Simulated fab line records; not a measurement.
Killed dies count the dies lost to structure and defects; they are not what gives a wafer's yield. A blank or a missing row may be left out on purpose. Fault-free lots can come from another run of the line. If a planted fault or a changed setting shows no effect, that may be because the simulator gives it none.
Which tool did it?	flow n5-finfet	24 lots, 72 wafers sampled, at 6 steps of a route of 1938

WHAT EACH GAUGE READ, for each wafer
N5_BEOL_M8_OVL_MEAS_29.
lot	measured	on	V7_OVL (nm)
L074	day 10 08:36	overlay-01	-0.5 -0.5 0.4
L075	day 11 11:26	overlay-01	-0.2 1.0 0.9
L077	day 11 22:29	overlay-02	-0.9 -0.8 -0.6
L076	day 12 07:08	overlay-01	-1.7 -1.1 -1.4
L078	day 12 16:19	overlay-01	-0.4 -1.0 -0.7
L079	day 12 19:02	overlay-01	-1.3 -0.6 -1.0
L080	day 13 07:06	overlay-01	-0.9 -1.0 -1.9
L081	day 14 18:14	overlay-01	-1.9 -0.1 -0.6
L083	day 15 16:05	overlay-01	-0.8 -0.7 -0.7
L084	day 15 16:11	overlay-01	1.0 -0.2 0.0
L085	day 16 00:20	overlay-02	-0.7 -1.2 -1.2
L086	day 16 11:50	overlay-01	-0.1 -0.7 0.0
L087	day 16 21:20	overlay-01	-0.7 -0.4 -0.8
L090	day 16 22:50	overlay-02	-1.5 -1.3 -1.2
L088	day 17 10:10	overlay-01	0.4 -0.2 -0.8
L095	day 18 00:10	overlay-02	0.4 1.1 1.3
L097	day 18 00:13	overlay-01	-0.6 -1.2 -0.9
L091	day 18 06:19	overlay-01	0.1 -1.0 -0.5
L092	day 18 15:55	overlay-02	-0.5 -0.8 -0.5
L089	day 18 23:50	overlay-01	0.3 -0.1 -1.0
L094	day 18 23:55	overlay-02	-1.1 -1.2 -1.0
L093	day 19 00:05	overlay-01	0.2 -0.2 -1.0
L082	day 19 07:32	overlay-01	-1.9 -2.0 -1.5
L096	day 19 08:27	overlay-01	-0.3 -0.3 -0.7

N5_BEOL_M9_OVL_MEAS_12.
lot	measured	on	M9_OVL (nm)
L074	day 10 13:19	overlay-01	-1.2 -0.5 0.0
L075	day 11 18:26	overlay-02	-2.4 -1.5 -0.6
L077	day 12 03:59	overlay-02	-0.1 -0.8 0.0
L076	day 12 13:34	overlay-02	-0.7 -0.9 1.2
L078	day 12 22:07	overlay-01	0.3 -1.3 -0.7
L079	day 13 00:47	overlay-02	-0.3 -0.9 -0.7
L080	day 13 12:04	overlay-02	-0.2 -0.4 -0.4
L081	day 14 23:29	overlay-02	0.1 0.2 -0.3
L083	day 15 21:35	overlay-01	-1.0 -1.0 -1.0
L084	day 15 22:35	overlay-02	-0.1 -0.9 0.8
L085	day 16 08:07	overlay-02	-0.5 0.6 -0.7
L086	day 16 17:02	overlay-01	-0.4 -0.9 0.6
L087	day 17 03:52	overlay-01	-0.9 -2.0 -0.5
L090	day 17 03:55	overlay-02	2.3 1.3 0.1
L088	day 17 15:35	overlay-02	-0.9 -0.9 0.0
L095	day 18 07:35	overlay-02	0.5 -0.8 0.6
L097	day 18 07:46	overlay-01	-0.6 1.1 -0.6
L091	day 18 11:29	overlay-01	-0.1 -0.1 0.1
L092	day 18 20:41	overlay-02	0.0 1.4 -0.7
L089	day 19 05:56	overlay-02	-0.9 -0.5 -1.6
L094	day 19 06:07	overlay-02	-0.9 -0.2 1.0
L093	day 19 08:49	overlay-02	-1.5 -0.5 -2.3
L082	day 19 13:46	overlay-01	0.0 0.4 -0.2
L096	day 19 14:37	overlay-02	-0.2 1.1 1.4

WHAT TOOL EACH LOT RAN ON (gives the tool, then ch and the chambers of the sampled wafers, and finally the start)
lot	N5_BEOL_M8_ETCH_65	N5_BEOL_M8_PRE_CLEAN_45	N5_BEOL_M8_SURFACE_TREAT_79	N5_BEOL_M9_HM_DEP_02
L074	rie-diel-02 ch 0,1,2, day 10 08:45	pvd-sputter-02, day 10 10:11	pvd-sputter-02, day 10 10:31	pvd-sputter-01, day 10 12:47
L075	rie-diel-02 ch 1,3, day 11 11:35	pvd-sputter-02, day 11 13:25	pvd-sputter-02, day 11 13:46	pvd-sputter-02, day 11 17:54
L077	rie-diel-02 ch 1,3, day 11 22:37	pvd-sputter-01, day 11 23:56	pvd-sputter-02, day 12 01:35	pvd-sputter-02, day 12 03:27
L076	rie-diel-04 ch 0,1,2, day 12 07:16	pvd-sputter-01, day 12 08:12	pvd-sputter-01, day 12 10:12	pvd-sputter-01, day 12 13:10
L078	rie-diel-04 ch 2,3, day 12 16:29	pvd-sputter-02, day 12 17:46	pvd-sputter-02, day 12 18:06	pvd-sputter-01, day 12 21:43
L079	rie-diel-02 ch 1,2,3, day 12 19:12	pvd-sputter-01, day 12 21:40	pvd-sputter-01, day 12 22:01	pvd-sputter-01, day 13 00:23
L080	rie-diel-02 ch 0,2, day 13 07:14	pvd-sputter-02, day 13 08:25	pvd-sputter-02, day 13 08:46	pvd-sputter-01, day 13 11:40
L081	rie-diel-05 ch 0,1,2, day 14 18:22	pvd-sputter-02, day 14 19:23	pvd-sputter-02, day 14 19:44	pvd-sputter-02, day 14 23:05
L083	rie-diel-04 ch 1,2,3, day 15 16:13	pvd-sputter-01, day 15 17:17	pvd-sputter-02, day 15 17:51	pvd-sputter-02, day 15 21:11
L084	rie-diel-02 ch 0,1,3, day 15 16:30	pvd-sputter-03, day 15 17:59	pvd-sputter-03, day 15 18:31	pvd-sputter-01, day 15 22:11
L085	rie-diel-04 ch 0,2,3, day 16 00:28	pvd-sputter-03, day 16 01:29	pvd-sputter-01, day 16 01:58	pvd-sputter-01, day 16 07:35
L086	rie-diel-05 ch 1,2,3, day 16 12:01	pvd-sputter-02, day 16 12:57	pvd-sputter-01, day 16 13:17	pvd-sputter-03, day 16 16:31
L087	rie-diel-02 ch 2,3, day 16 21:28	pvd-sputter-01, day 16 22:24	pvd-sputter-01, day 17 00:20	pvd-sputter-02, day 17 03:20
L090	rie-diel-05 ch 1,3, day 16 22:58	pvd-sputter-01, day 17 00:29	pvd-sputter-02, day 17 00:51	pvd-sputter-02, day 17 03:26
L088	rie-diel-05 ch 1,3, day 17 10:25	pvd-sputter-02, day 17 11:26	pvd-sputter-02, day 17 12:07	pvd-sputter-03, day 17 15:03
L095	rie-diel-04 ch 1,2,3, day 18 00:19	pvd-sputter-01, day 18 01:31	pvd-sputter-02, day 18 01:54	pvd-sputter-01, day 18 07:04
L097	rie-diel-05 ch 0,2, day 18 00:23	pvd-sputter-01, day 18 01:36	pvd-sputter-03, day 18 02:08	pvd-sputter-02, day 18 07:07
L091	rie-diel-05 ch 0,1,2, day 18 06:37	pvd-sputter-01, day 18 07:43	pvd-sputter-03, day 18 08:17	pvd-sputter-01, day 18 11:05
L092	rie-diel-05 ch 0,2, day 18 16:04	pvd-sputter-02, day 18 17:10	pvd-sputter-01, day 18 17:31	pvd-sputter-02, day 18 20:10
L089	rie-diel-02 ch 1,2,3, day 19 00:20	pvd-sputter-01, day 19 01:29	pvd-sputter-01, day 19 01:54	pvd-sputter-03, day 19 05:25
L094	rie-diel-04 ch 0,3, day 19 00:38	pvd-sputter-01, day 19 01:40	pvd-sputter-03, day 19 02:06	pvd-sputter-03, day 19 05:36
L093	rie-diel-02 ch 0,1,2, day 19 00:44	pvd-sputter-03, day 19 02:22	pvd-sputter-01, day 19 02:47	pvd-sputter-03, day 19 08:18
L082	rie-diel-02 ch 0,3, day 19 07:41	pvd-sputter-03, day 19 09:16	pvd-sputter-03, day 19 09:47	pvd-sputter-03, day 19 13:22
L096	rie-diel-02 ch 0,2,3, day 19 08:57	pvd-sputter-03, day 19 10:08	pvd-sputter-02, day 19 10:37	pvd-sputter-02, day 19 14:04
- N5_BEOL_M8_ETCH_65: etches SiARC in CF4, target depth 15.6 nm, time 26 s.
- N5_BEOL_M8_PRE_CLEAN_45: time 30 s.
- N5_BEOL_M8_SURFACE_TREAT_79
- N5_BEOL_M9_HM_DEP_02: deposits TiN, target thk 20 nm.

AS READ BY THE TOOLS THEMSELVES (means over the sampled wafers that have a number; for cases with no such wafer, the mark the record gives instead)
N5_BEOL_M8_ETCH_65.
lot	tool	drypump-motor-current-A (A)	etch-rf-on-time-s (s)	oes-product-au (a.u.)	rf-fwd-power-W (W)	rf-vpp-V (V)	showerhead-plenum-p-Torr (Torr)	throttle-valve-pct (%)
L074	rie-diel-02	5.6	26.1	0.63	533.3	184.6	2.16	15.67
L075	rie-diel-02	5.7	26.6	0.63	531.9	182.8	2.10	15.77
L077	rie-diel-02	5.7	26.0	0.62	532.0	184.1	2.16	15.72
L076	rie-diel-04	5.6	26.3	0.68	532.3	184.1	2.15	15.67
L078	rie-diel-04	5.1	26.2	0.65	531.5	183.2	2.13	15.68
L079	rie-diel-02	5.6	26.1	0.63	531.8	184.3	2.16	15.74
L080	rie-diel-02	5.7	25.7	0.64	534.1	185.0	2.17	15.71
L081	rie-diel-05	5.8	25.9	0.75	533.3	184.8	2.20	15.49
L083	rie-diel-04	5.3	26.0	0.75	534.1	183.9	2.12	15.52
L084	rie-diel-02	5.7	26.7	0.59	533.9	183.5	2.09	15.78
L085	rie-diel-04	5.5	25.9	0.77	530.3	184.9	2.18	15.43
L086	rie-diel-05	5.9	26.1	0.70	534.0	185.0	2.21	15.60
L087	rie-diel-02	5.6	26.8	0.62	531.4	183.8	2.10	15.86
L090	rie-diel-05	5.8	26.4	0.67	534.5	185.5	2.24	15.55
L088	rie-diel-05	6.2	26.3	0.62	536.2	185.2	2.21	15.72
L095	rie-diel-04	5.3	25.8	0.74	533.0	183.5	2.11	15.55
L097	rie-diel-05	6.0	26.1	0.74	531.4	185.4	2.17	15.60
L091	rie-diel-05	5.8	26.0	0.72	533.7	184.4	2.20	15.53
L092	rie-diel-05	6.1	26.5	0.71	531.1	185.4	2.16	15.59
L089	rie-diel-02	5.6	26.3	0.60	531.3	183.7	2.14	15.84
L094	rie-diel-04	5.4	25.9	0.73	532.0	184.7	2.20	15.50
L093	rie-diel-02	5.7	26.4	0.67	533.0	184.9	2.23	15.62
L082	rie-diel-02	5.6	26.5	0.66	531.7	184.5	2.11	15.70
L096	rie-diel-02	5.6	26.5	0.68	531.8	184.6	2.17	15.67

N5_BEOL_M8_PRE_CLEAN_45.
lot	tool	heater-power-w (W)	susceptor-temp-C (C)
L074	pvd-sputter-02	330	250.12
L075	pvd-sputter-02	317	249.88
L077	pvd-sputter-01	318	250.06
L076	pvd-sputter-01	314	250.11
L078	pvd-sputter-02	346	249.89
L079	pvd-sputter-01	304	249.99
L080	pvd-sputter-02	323	249.97
L081	pvd-sputter-02	308	249.98
L083	pvd-sputter-01	318	249.93
L084	pvd-sputter-03	357	250.00
L085	pvd-sputter-03	318	250.00
L086	pvd-sputter-02	323	250.06
L087	pvd-sputter-01	317	249.87
L090	pvd-sputter-01	318	249.86
L088	pvd-sputter-02	326	250.12
L095	pvd-sputter-01	316	249.99
L097	pvd-sputter-01	320	250.11
L091	pvd-sputter-01	303	249.99
L092	pvd-sputter-02	357	250.13
L089	pvd-sputter-01	319	249.81
L094	pvd-sputter-01	318	250.03
L093	pvd-sputter-03	326	249.86
L082	pvd-sputter-03	352	250.14
L096	pvd-sputter-03	304	250.19

N5_BEOL_M9_HM_DEP_02.
lot	tool	substrate-temp-c (C)	susceptor-temp-C (C)	throttle-valve-pct (%)
L074	pvd-sputter-01	24.88	24.92	29.8
L075	pvd-sputter-02	25.00	25.03	29.5
L077	pvd-sputter-02	24.96	25.00	30.6
L076	pvd-sputter-01	25.00	25.10	29.9
L078	pvd-sputter-01	24.95	25.20	29.5
L079	pvd-sputter-01	24.98	24.94	29.3
L080	pvd-sputter-01	25.03	25.05	29.3
L081	pvd-sputter-02	25.04	25.12	28.6
L083	pvd-sputter-02	24.96	25.08	29.4
L084	pvd-sputter-01	25.10	25.09	29.5
L085	pvd-sputter-01	25.10	25.11	30.1
L086	pvd-sputter-03	25.07	25.04	28.9
L087	pvd-sputter-02	25.07	24.91	30.4
L090	pvd-sputter-02	24.90	25.00	30.4
L088	pvd-sputter-03	24.88	24.96	28.5
L095	pvd-sputter-01	24.97	25.07	29.8
L097	pvd-sputter-02	25.00	24.92	30.6
L091	pvd-sputter-01	25.01	25.10	30.3
L092	pvd-sputter-02	25.01	25.04	29.7
L089	pvd-sputter-03	24.94	25.04	28.5
L094	pvd-sputter-03	25.06	25.00	28.6
L093	pvd-sputter-03	25.04	24.95	28.6
L082	pvd-sputter-03	24.96	25.00	29.1
L096	pvd-sputter-02	25.04	24.88	29.8

THE ANSWER, worked out from the rows above alone
Rule: the usual values come from the lots themselves. The widest of any qualifying gaps counts: lots, ordered by their means at a reading, are off when they make up no more than a third of the lots, leave a main group of 4 or more, and stand apart from it by 3 or more times the standard deviation of that group's means. Not used: any main group whose means are identical at the precision the tables above print for the reading. Also off: a lot with no number at a reading for which 4 or more lots have one. The other lots that the step has rows for count as sound. Order of review: gauges by route order, followed by the tools' own readings, for which a lot's mean as printed above is used. The first step at which some lot is off is used, and at that step the reading that is off furthest; a lot without a number counts as furthest.
None of the lots is off at any reading shown; this tells nothing.

WHAT THE SIMULATOR HAD PUT IN
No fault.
